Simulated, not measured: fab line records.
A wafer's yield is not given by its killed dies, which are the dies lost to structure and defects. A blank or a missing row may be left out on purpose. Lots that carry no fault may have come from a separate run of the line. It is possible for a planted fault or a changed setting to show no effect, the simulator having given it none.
Split-lot study ; flow n5 finfet ; on a route of 1938 steps: 7 lots, 39 wafers read

## ON THE SPLIT
At N5_MOL_CONTACT_COAG_ALD_27 (deposits SiOC, target thk 17 nm, pulse time 1.5 s, time 2720 s), the setting ald cycles was moved away from the recipe's 340 on 18 of the 39 wafers read, by -12.6% to +11.2%. This setting was run at the recipe's value on the other wafers.

The reading comes from the split's own step.

## THE READING
SiOC_of_MOL_CONTACT_COAG_ALD_27.thk nm (the simulator's own value, which no gauge read), in nm, at N5_MOL_CONTACT_COAG_ALD_27 (deposits SiOC, target thk 17 nm, pulse time 1.5 s, time 2720 s). No usual value for it is given in the file. Average 17.0 nm, standard deviation 0.043 nm, over the 21 wafers here run with the recipe.

wafer;tool, chamber at the split;ald cycles as run;against the recipe;SiOC_of_MOL_CONTACT_COAG_ALD_27.thk nm, nm;against lot-mates on the recipe
L077.1;ald sin-01, 3,1,2;323;-5.0%;16.2;-0.8
L077.5;ald sin-01, 3,1,2;323;-5.0%;16.2;-0.8
L077.6;ald sin-01, 3,1,2;323;-5.0%;16.2;-0.8
L077.2;ald sin-01, 0,1,2;340;recipe;17;-
L077.3;ald sin-01, 0,1,2;340;recipe;17;-
L077.4;ald sin-01, 0,1,2;340;recipe;17;-
L078.2;ald sin-01, 1,0,2;340;recipe;17;-
L078.3;ald sin-01, 1,0,2;340;recipe;17;-
L078.4;ald sin-01, 1,0,2;340;recipe;17;-
L081.1;ald sin-01, 2,3;310;-8.8%;15.4;-1.6
L081.3;ald sin-01, 2,3;310;-8.8%;15.4;-1.6
L081.2;ald sin-01, 0,3,0;340;recipe;17;-
L081.5;ald sin-01, 0,3,0;340;recipe;17;-
L081.6;ald sin-01, 0,3,0;340;recipe;17;-
L081.4;ald sin-01, 1;310;-8.8%;15.6;-1.4
L082.1;ald sin-02, 1,2,1;340;recipe;17;-
L082.4;ald sin-02, 1,2,1;340;recipe;17;-
L082.6;ald sin-02, 1,2,1;340;recipe;17;-
L082.2;ald sin-02, 0,3,0;378;+11.2%;19;+2.0
L082.3;ald sin-02, 0,3,0;378;+11.2%;19;+2.0
L082.5;ald sin-02, 0,3,0;378;+11.2%;19;+2.0
L083.1;ald sin-01, 0,3,2;340;recipe;17;-
L083.2;ald sin-01, 0,3,2;340;recipe;17;-
L083.3;ald sin-01, 0,3,2;340;recipe;17;-
L083.4;ald sin-01, 1,1,2;306;-10.0%;15.4;-1.6
L083.5;ald sin-01, 1,1,2;306;-10.0%;15.4;-1.6
L083.6;ald sin-01, 1,1,2;306;-10.0%;15.4;-1.6
L087.1;ald sin-02, 3,2,3;340;recipe;17;-
L087.3;ald sin-02, 3,2,3;340;recipe;17;-
L087.6;ald sin-02, 3,2,3;340;recipe;17;-
L087.2;ald sin-02, 0;297;-12.6%;14.8;-2.2
L087.4;ald sin-02, 1,2;297;-12.6%;15;-2.0
L087.5;ald sin-02, 1,2;297;-12.6%;15;-2.0
L093.1;ald sin-03, 1,2,3;302;-11.2%;15;-1.9
L093.4;ald sin-03, 1,2,3;302;-11.2%;15;-1.9
L093.5;ald sin-03, 1,2,3;302;-11.2%;15;-1.9
L093.2;ald sin-03, 3;340;recipe;16.8;-
L093.3;ald sin-03, 0;340;recipe;17;-
L093.6;ald sin-03, 0;340;recipe;17;-
When a row names more than one chamber, that row covers several wafers, and the file does not tell which wafer ran in which chamber.

FIT RESULTS
A straight line over all 39 wafers: SiOC_of_MOL_CONTACT_COAG_ALD_27.thk nm changes by +0.171 nm for each +1% of ald cycles; r = +1.00; the points scatter about the line by 0.075 nm.
The same after taking each lot's own level away (the mean of its wafers on the recipe; 39 wafers): +0.17 nm for each +1%; r = +1.00; scatter 0.065 nm.
Per that fit: largest ald cycles move, reading shift of 2.2 nm.
The lots' own levels span 16.93 to 17.00 nm, that is 1.6 times the standard deviation above.
The two slopes agree, so the slope changes little with the lot-to-lot level.
Check: -2.13 nm against its lot-mates is what the line predicts for one of the wafers moved furthest among these (-12.6%) when that wafer is left out of the fit. Against them it came out at -2.2 nm.

## THESE WAFERS: OTHER SPLITS
Before the reading, these wafers also passed through other splits. Each is held against what the fit with the lots' levels taken away leaves over:
other split on the same wafers;wafers away from the commonest value;r with SiOC_of_MOL_CONTACT_COAG_ALD_27.thk nm (lot level and that fit taken away)
N5_WELL_APT_IMPLANT_32 energy kev;15;+0.26
N5_FIN_SAQP_ETCH_69 target depth a;18;+0.02
N5_DUMMY_GATE_ETCH_32 time s;9;+0.21
N5_DUMMY_GATE_ETCH_42 bias w;15;-0.04
N5_SD_EPI_N_ETCH_35 source w;9;-0.03
N5_HKMG_FIN_CVD_62 target thk a;18;-0.03

## FILE'S OWN FIT
SiOC_of_MOL_CONTACT_COAG_ALD_27.thk nm changes by +0.169 nm for each +1% of ald cycles, r = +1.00.
